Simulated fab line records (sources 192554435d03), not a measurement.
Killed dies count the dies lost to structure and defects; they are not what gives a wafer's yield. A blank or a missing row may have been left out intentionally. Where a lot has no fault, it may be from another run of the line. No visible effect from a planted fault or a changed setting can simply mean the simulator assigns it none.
Which tool was responsible?	flow n5 finfet	11 lots with 33 wafers sampled at 4 steps, on a route of 1938 steps

== WHAT THE GAUGES READ, wafer by wafer ==
N5_BEOL_M12_OVL_MEAS_11.
lot	measured	on	V11_OVL (nm)
L203	day 10 03:26	overlay-02	1 -6 3
L204	day 10 15:26	overlay-02	1 1 1
L205	day 11 00:50	overlay-02	-4 5 -7
L206	day 11 03:00	overlay-01	10 16 9
L207	day 11 07:59	overlay-01	-3 3 -1
L208	day 11 10:03	overlay-02	-7 2 -8
L210	day 12 07:57	overlay-02	9 11 6
L212	day 13 05:00	overlay-02	3 -11 8
L223	day 15 08:46	overlay-01	8 8 12
L222	day 15 10:27	overlay-01	5 9 0
L226	day 16 04:41	overlay-02	14 8 11

== EACH LOT AND THE TOOL THAT RAN IT (in order: tool; ch and the chambers of the sampled wafers; start) ==
lot	N5_BEOL_M11_ETCH_65	N5_BEOL_M11_DEGAS_44	N5_BEOL_M11_CVD_75
L203	rie diel-04 ch 0,2, day 9 23:40	pvd sputter-03, day 10 01:08	cvd co-02 ch 0,1,2, day 10 01:38
L204	rie diel-01 ch 0,1,2, day 10 11:35	pvd sputter-01, day 10 12:43	cvd co-01 ch 0,1,2, day 10 13:14
L205	rie diel-04 ch 2,3, day 10 20:23	pvd sputter-01, day 10 21:24	cvd co-02 ch 0,1, day 10 21:59
L206	rie diel-04 ch 2,3, day 10 21:59	pvd sputter-02, day 10 23:05	cvd co-02 ch 0,1, day 11 00:02
L207	rie diel-05 ch 0,1, day 11 04:31	pvd sputter-03, day 11 05:42	cvd co-01 ch 0,1,2, day 11 06:14
L208	rie diel-01 ch 1,3, day 11 04:49	pvd sputter-03, day 11 06:26	cvd co-02 ch 0,1,2, day 11 07:06
L210	rie diel-01 ch 1,2,3, day 12 04:37	pvd sputter-03, day 12 05:47	cvd co-02 ch 0,1,2, day 12 06:16
L212	rie diel-05 ch 1,3, day 13 00:26	pvd sputter-01, day 13 02:11	cvd co-01 ch 1,2, day 13 02:51
L223	rie diel-01 ch 0,1, day 15 05:30	pvd sputter-03, day 15 06:40	cvd co-01 ch 0,1,2, day 15 07:11
L222	rie diel-05 ch 1,2, day 15 06:22	pvd sputter-03, day 15 07:25	cvd co-01 ch 0,1, day 15 08:47
L226	rie diel-05 ch 0,1,3, day 15 23:03	pvd sputter-02, day 16 02:22	cvd co-01 ch 0,1, day 16 02:52
- N5_BEOL_M11_ETCH_65: etches SiARC in CF4, target depth 39 nm, time 65 s.
- N5_BEOL_M11_DEGAS_44: time 60 s.
- N5_BEOL_M11_CVD_75: deposits Co from CCTBA/H2, target thk 2 nm, time 138.9 s.

== WHAT THE TOOLS THEMSELVES READ (means of the sampled wafers that have a number; where no wafer has one, the mark that the record gives instead) ==
N5_BEOL_M11_ETCH_65.
lot	tool	drypump motor current A (A)	etch rf on time s (s)	oes product au (a.u.)	rf vpp V (V)	showerhead plenum p Torr (Torr)	throttle valve pct (%)
L203	rie diel-04	5.8	63.6	0.75	184.6	2.19	15.59
L204	rie diel-01	5.7	65.4	0.68	184.7	2.16	15.75
L205	rie diel-04	6.1	62.8	0.72	184.2	2.18	15.42
L206	rie diel-04	6.0	62.9	0.76	184.6	2.17	15.48
L207	rie diel-05	5.2	64.7	0.63	184.7	2.19	15.56
L208	rie diel-01	6.0	64.9	0.75	184.8	2.15	15.33
L210	rie diel-01	5.9	65.1	0.73	183.2	2.15	15.54
L212	rie diel-05	5.7	67.2	0.71	184.0	2.19	15.41
L223	rie diel-01	5.6	66.7	0.71	184.3	2.15	15.52
L222	rie diel-05	5.6	66.6	0.69	185.0	2.17	15.50
L226	rie diel-05	5.5	66.0	0.73	184.7	2.19	15.32

N5_BEOL_M11_DEGAS_44.
lot	tool	heater power w (W)
L203	pvd sputter-03	340
L204	pvd sputter-01	324
L205	pvd sputter-01	330
L206	pvd sputter-02	327
L207	pvd sputter-03	352
L208	pvd sputter-03	339
L210	pvd sputter-03	326
L212	pvd sputter-01	331
L223	pvd sputter-03	327
L222	pvd sputter-03	346
L226	pvd sputter-02	325

N5_BEOL_M11_CVD_75.
lot	tool	run length s (s)
L203	cvd co-02	161.8
L204	cvd co-01	161.8
L205	cvd co-02	161.4
L206	cvd co-02	161.4
L207	cvd co-01	162.5
L208	cvd co-02	161.5
L210	cvd co-02	151.8
L212	cvd co-01	162.2
L223	cvd co-01	162.2
L222	cvd co-01	161.9
L226	cvd co-01	162.1

== THE ANSWER, worked out from the rows above alone ==
Rule: the lots themselves supply what counts as usual. Put in order of their means at a reading, lots are off if they are a third of the lots or fewer, leave a main group of 4 or more, and stand apart from it by a gap of 3 or more times the standard deviation of the main group's means; of several such gaps the widest counts. A main group whose means are all the same, to the digits that the tables above print for the reading, isn't used. A lot without any number at a reading at which 4 lots or more have one is off too. The other lots that the step has rows for count as sound. Order of review: gauges by route order, followed by the tools' own readings, for which a lot's mean as printed above is used. At the first step where some lot is off, the reading lying furthest off is the one used; lots without a number count as furthest.
Off, at N5_BEOL_M11_CVD_75 on run length s: L210. The main group has a mean of 161.9 s with a standard deviation of 0.35.
If a tool, at that step or one of the process steps before it, ran each lot that is off and ran no sound lot following the first of them, it fits. One candidate fits, namely cvd co-02 at N5_BEOL_M11_CVD_75. A fault onset in the window from L208 (day 11 07:06, its last sound lot) to L210 (day 12 06:16, its first lot off) fits.
On the lots that are off, the tool's own readings at N5_BEOL_M11_CVD_75 differ by more than 5 times the standard deviation of the sound lots' means, which bears it out; run length s reads 151.8 s there versus 161.9 s on the sound lots.

== WHAT THE SIMULATOR HAD PUT IN ==
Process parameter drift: cvd co-02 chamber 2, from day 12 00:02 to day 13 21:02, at N5_BEOL_M11_CVD_75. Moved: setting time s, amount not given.
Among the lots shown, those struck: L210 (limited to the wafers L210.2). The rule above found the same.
